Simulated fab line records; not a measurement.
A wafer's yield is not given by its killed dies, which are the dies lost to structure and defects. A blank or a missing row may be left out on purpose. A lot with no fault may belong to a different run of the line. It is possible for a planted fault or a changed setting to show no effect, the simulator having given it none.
A struck lot beside a sound one	flow nandHarc	14 out of 1302 route steps
Sound: these wafers, L988.2, L988.3, L988.4. Struck: wafer L994.2 (L994.1, L994.3, from the same lot, were not struck and are left out); the cause is given at the end.
Per side, at each step with rows, come the tool, then ch with its chambers, and then its first start. Under that, the readings that differ: sound wafers	struck wafers	difference of the means	sigmas: that difference in standard deviations of wafers without a fault.
alike: words and numbers the same on both sides, and readings whose means are apart by under 2 such deviations; not compared: readings that were withheld, readings missing a value for some wafer, numbers with overlapping values and no deviation given by the record, and bounds like >300 which may hide the same value.
The two part at a step that has a row with sigmas, a row that says differs or no value, or rows on one side only. Numbers that have no deviation but don't overlap get no sigmas and don't part them. A reading that every wafer of one side lacks parts them only if that side has two wafers or more.

first, 7 steps without rows for these wafers: NHARC_A_CONTACT_COAT_35 (time 65 s); NHARC_A_CONTACT_COAT_36 (resist thk 90 nm); NHARC_A_CONTACT_SOFTBAKE_37 (time 55 s); NHARC_A_CONTACT_EBR_38; NHARC_A_CONTACT_EXPOSE_39 (exposes mask A CC 3); NHARC_A_CONTACT_PEB_40 (peb time 65 s); NHARC_A_CONTACT_DEVELOP_41 (develop time 35 s).
NHARC_A_CONTACT_CD_MEAS_42 targets a cd of 300 nm.
  sound on cdSem-03 ch 0, day 25 12:54; struck on cdSem-03 ch 0, day 28 00:50
  alike: cdNm
NHARC_A_CONTACT_OVL_MEAS_43:
  sound on overlay-02 at day 25 12:59; struck on overlay-02 at day 28 00:56
  alike: overlayXNm, overlayYNm
NHARC_A_CONTACT_INSPECT_44:
  sound on defectInspect-01 at day 25 13:01; struck on defectInspect-01 at day 28 00:58
  alike: rawDefectCount
NHARC_A_CONTACT_DESCUM_47: chemistry O2, time 3 s.
  sound on rieDiel-03 ch 1,2,3, day 25 13:05; struck on rieDiel-03 ch 0, day 28 01:02
reading	sound	struck	difference	sigmas
rfHoursCounterH (h)	18 15 17	0	-17	
showerheadPlenumPTorr (Torr)	1.94 1.77 1.93	2.08	+0.20	+2
  alike: drypumpMotorCurrentA, oesProductAu, rfVppV, throttleValvePct
NHARC_A_CONTACT_ETCH_48: etches the open film in CF4, target depth 39 nm, time 65 s.
  sound on rieDiel-03 ch 1,2,3, day 25 13:10; struck on rieDiel-03 ch 3, day 28 01:07
reading	sound	struck	difference	sigmas
rfHoursCounterH (h)	17 15 18	0	-17	
throttleValvePct (%)	13.272 13.294 13.265	13.297	+0.020	+2
  alike: cf4FlowSccm, drypumpMotorCurrentA, oesProductAu, rfVppV, runLengthS, showerheadPlenumPTorr
NHARC_A_CONTACT_ETCH_49: etches the open film in N2/H2, target depth 260 nm, time 475.3 s.
  sound on rieDiel-03 ch 0,1,3, day 25 13:16; struck on rieDiel-03 ch 3, day 28 01:13
reading	sound	struck	difference	sigmas
rfHoursCounterH (h)	18 17 15	0	-17	
runLengthS (s)	497.1 496.1 497.2	526.0	+29.2	+62
  alike: drypumpMotorCurrentA, oesProductAu, rfVppV, showerheadPlenumPTorr, throttleValvePct
NHARC_A_CONTACT_ETCH_50: etches the open film in CF4/CHF3, target depth 121 nm, time 60.5 s.
  sound on rieDiel-03 ch 0,1,2; struck on rieDiel-03 ch 1
reading	sound	struck	difference	sigmas
rfHoursCounterH (h)	17 17 18	0	-17	
  alike: cf4FlowSccm, drypumpMotorCurrentA, oesProductAu, rfVppV, runLengthS, showerheadPlenumPTorr, throttleValvePct

WHERE THEY PART
Earliest at NHARC_A_CONTACT_DESCUM_47; latest, in this record, at NHARC_A_CONTACT_ETCH_49. Later steps at which nothing parts them and some readings are alike: NHARC_A_CONTACT_ETCH_50.

WHY: the cause the simulator had injected
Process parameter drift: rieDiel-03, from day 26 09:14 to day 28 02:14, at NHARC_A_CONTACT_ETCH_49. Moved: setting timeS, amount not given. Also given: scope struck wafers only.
